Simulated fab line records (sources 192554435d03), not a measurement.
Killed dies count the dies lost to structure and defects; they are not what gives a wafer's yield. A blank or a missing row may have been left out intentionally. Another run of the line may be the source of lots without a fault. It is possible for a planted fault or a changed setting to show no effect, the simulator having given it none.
Comparing a struck lot with a sound one + flow n5_finfet + 34 steps out of a route of 1938
Sound: the wafers L782.1, L782.2, L782.6. The struck wafers were L771.2, L771.4, L771.6. The cause is named last.
For every step that has rows: the tool of each side, followed by ch and its chambers, followed by its first start. Under that, the readings that differ: sound wafers + struck wafers + difference of the means + sigmas: that difference in standard deviations of wafers without a fault.
alike: readings whose means differ by less than 2 such deviations, and words and numbers that are the same on both sides. not compared: withheld readings, readings that some wafer has no value for, bounds like >300 that may hide the same value, and numbers for which the record gives no deviation and whose values overlap.
The two part at a step that has a row with sigmas, a row that says differs or no value, or rows on one side only. When numbers do not overlap yet have no deviation, they are printed without sigmas and do not part them. Lack of a reading on every wafer of one side parts them only where that side has two or more wafers.

first, 9 steps without rows for these wafers: N5_BEOL_M11_PEB_26 (peb time 60 s); N5_BEOL_M11_DEVELOP_27 (develop time 30 s); N5_BEOL_M11_DESCUM_33 (chemistry O2, time 7.9 s); N5_BEOL_M11_ETCH_65 (etches SiARC in CF4, target depth 39 nm, time 65 s); N5_BEOL_M11_ETCH_66 (etches SOC in N2/H2, target depth 120 nm, overetch 24 nm, time 180 s); N5_BEOL_M11_STRIP_69 (strips in N2/H2); N5_BEOL_M11_VIA_ETCH_34 (etches SiCOH lowk in C4F6/O2, target depth 184.5 nm, time 69.2 s); N5_BEOL_M11_STRIP_73 (strips in C4F6/O2); N5_BEOL_M11_STRIP_36 (strips in N2/H2).
N5_BEOL_M11_TRENCH_ETCH_37: etches SiCOH lowk in C4F6/O2, target depth 148.83 nm, time 48 s.
  sound on rie_diel-04 ch 1,2,3, day 17 17:55; struck on rie_diel-04 ch 0,3, day 14 15:06
  alike: drypump_motor_current_A, oes_product_au, rf_vpp_V, showerhead_plenum_p_Torr, throttle_valve_pct
  not compared: rf_hours_counter_h
then, 23 steps without rows for these wafers: N5_BEOL_M11_ETCH_41 (etches SiCN in CH3F/O2, target depth 42.6 nm, time 86 s); N5_BEOL_M11_STRIP_77 (strips in N2/H2, time 10 s); N5_BEOL_M11_HM_STRIP_39 (strips TiN in peroxide tin strip, target depth 25 nm, time 158 s); N5_BEOL_M11_SRD_40 (time 30 s); N5_BEOL_M11_PRECLEAN_42 (cleans in residue remover, time 60 s); N5_BEOL_M11_SRD_43 (time 30 s); N5_BEOL_M11_CURE_72 (cures SiCOH lowk, time 120 s); N5_BEOL_M11_DEGAS_44 (time 60 s); N5_BEOL_M11_PRE_CLEAN_45 (time 30 s); N5_BEOL_M11_ALD_74 (deposits TaN, target thk 2 nm, pulse time 2 s, purge time 3 s); N5_BEOL_M11_SURFACE_TREAT_76; N5_BEOL_M11_CVD_75 (deposits Co from CCTBA/H2, target thk 2 nm, time 138.9 s); N5_BEOL_M11_SPUTTER_48 (material Cu, target thk 12 nm, time 2 s); N5_BEOL_M11_ECD_50 (material Cu, target thk 318 nm); N5_BEOL_M11_ANNEAL_51 (time 90 s); N5_BEOL_M11_CMP_52 (polishes, stops on SiCOH lowk, t overpolish 7 s, target thk 140 nm); N5_BEOL_M11_PRE_CLEAN_55 (time 15 s); N5_BEOL_M11_DEP_56 (deposits SiCN from 3MS/NH3, target thk 30 nm, time 10.5 s); N5_BEOL_M12_ILD_DEP_00 (deposits SiOC from DEMS/O2, target thk 658.92 nm, time 130.7 s); N5_BEOL_M12_COAT_58 (time 60 s, resist thk 89 nm); N5_BEOL_M12_COAT_04 (resist thk 400 nm); N5_BEOL_M12_EBR_06; N5_BEOL_M12_SOFTBAKE_05 (time 60 s).
N5_PASSIVATION_PROBE_49:
  sound: prober-02 at day 19 16:14; struck: prober-01 at day 16 08:53
| reading                  | sound          | struck         | difference | sigmas |
|--------------------------|----------------|----------------|------------|--------|
| defect_limited_yield (%) | 91.5 89.9 91.9 | 87.5 83.4 88.1 | -4.8       | -3     |
| killed_at_M4_up          | 16 11 10       | 79 131 75      | +83        | +14    |
| killed_at_contacts       | 13 15 23       | 3 3 6          | -13        | -2     |
| killed_dies              | 100 119 96     | 148 196 141    | +57        | +3     |
| killed_on_rim            | 13 13 9        | 25 13 25       | +9         | +2     |
| sort_bin_5_function (%)  | 5.2 5.9 5.2    | 6.9 10.4 7.1   | +2.7       | +3     |
| sort_n_pass              | 1080 1061 1084 | 1032 984 1039  | -57        | -3     |
| sort_yield_pct (%)       | 91.5 89.9 91.9 | 87.5 83.4 88.1 | -4.8       | -3     |
  alike: killed_at_M0_to_M3, killed_at_front_end, killed_at_other, killed_open, killed_short, sort_bin_6_memory

WHERE THEY PART
N5_PASSIVATION_PROBE_49 only, going by this record.

WHY: whatever the simulator had introduced
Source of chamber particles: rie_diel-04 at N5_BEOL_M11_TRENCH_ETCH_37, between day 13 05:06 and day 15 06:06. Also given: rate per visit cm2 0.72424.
